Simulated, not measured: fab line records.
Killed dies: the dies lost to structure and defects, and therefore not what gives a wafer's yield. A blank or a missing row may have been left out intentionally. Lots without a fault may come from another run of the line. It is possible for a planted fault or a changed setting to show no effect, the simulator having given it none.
Matching of chambers || flow n5Finfet || N5_DUMMY_GATE_ETCH_42 on rieDiel-04: 3 sister chambers
The step etches SiO2 in CHF3/O2, target depth 3.5 nm, time 31 s. 6 wafers are shown with their chamber, then 6 later ones without.

== EACH WAFER AND ITS CHAMBER ==
{"wafer": "L077.4", "chamber": 2, "drypumpMotorCurrentA (A)": 5.3, "showerheadPlenumPTorr (Torr)": 2.39}
{"wafer": "L084.3", "chamber": 2, "drypumpMotorCurrentA (A)": 5.3, "showerheadPlenumPTorr (Torr)": 2.38}
{"wafer": "L084.5", "chamber": 3, "drypumpMotorCurrentA (A)": 5.3, "showerheadPlenumPTorr (Torr)": 2.52}
{"wafer": "L084.6", "chamber": 0, "drypumpMotorCurrentA (A)": 5.6, "showerheadPlenumPTorr (Torr)": 2.41}
{"wafer": "L093.1", "chamber": 3, "drypumpMotorCurrentA (A)": 5.3, "showerheadPlenumPTorr (Torr)": 2.51}
{"wafer": "L093.2", "chamber": 0, "drypumpMotorCurrentA (A)": 5.7, "showerheadPlenumPTorr (Torr)": 2.40}

== WAFERS WHOSE CHAMBER IS MISSING ==
{"wafer": "L093.4", "drypumpMotorCurrentA (A)": 5.3, "showerheadPlenumPTorr (Torr)": 2.38}
{"wafer": "L095.2", "drypumpMotorCurrentA (A)": 5.2, "showerheadPlenumPTorr (Torr)": 2.51}
{"wafer": "L095.4", "drypumpMotorCurrentA (A)": 5.3, "showerheadPlenumPTorr (Torr)": 2.38}
{"wafer": "L095.6", "drypumpMotorCurrentA (A)": 5.2, "showerheadPlenumPTorr (Torr)": 2.51}
{"wafer": "L096.1", "drypumpMotorCurrentA (A)": 5.3, "showerheadPlenumPTorr (Torr)": 2.37}
{"wafer": "L096.3", "drypumpMotorCurrentA (A)": 5.6, "showerheadPlenumPTorr (Torr)": 2.40}

== WHICH CHAMBER EACH ONE RAN IN ==
{"wafer": "L093.4", "from the rows above": 2, "in truth": 2}
{"wafer": "L095.2", "from the rows above": 3, "in truth": 3}
{"wafer": "L095.4", "from the rows above": 2, "in truth": 2}
{"wafer": "L095.6", "from the rows above": 3, "in truth": 3}
{"wafer": "L096.1", "from the rows above": 2, "in truth": 2}
{"wafer": "L096.3", "from the rows above": 0, "in truth": 0}
Placed correctly: 6 of 6. Not placeable from these rows: 0. Number placed wrongly: 0.
How it was worked out, from the rows above alone: a wafer's distance from a chamber is the root of the sum, over the readings, of the square of ((its reading less the chamber's mean) divided by the reading's scatter). If the next closest chamber is less than 2 further off than the closest, the wafer can't be placed; otherwise it belongs to the closest. The mean given for a chamber averages the wafers shown for that chamber. The scatter: take each reading less its chamber's mean, square it, sum over the shown wafers, divide by the number of wafers less the number of chambers, and take the root.
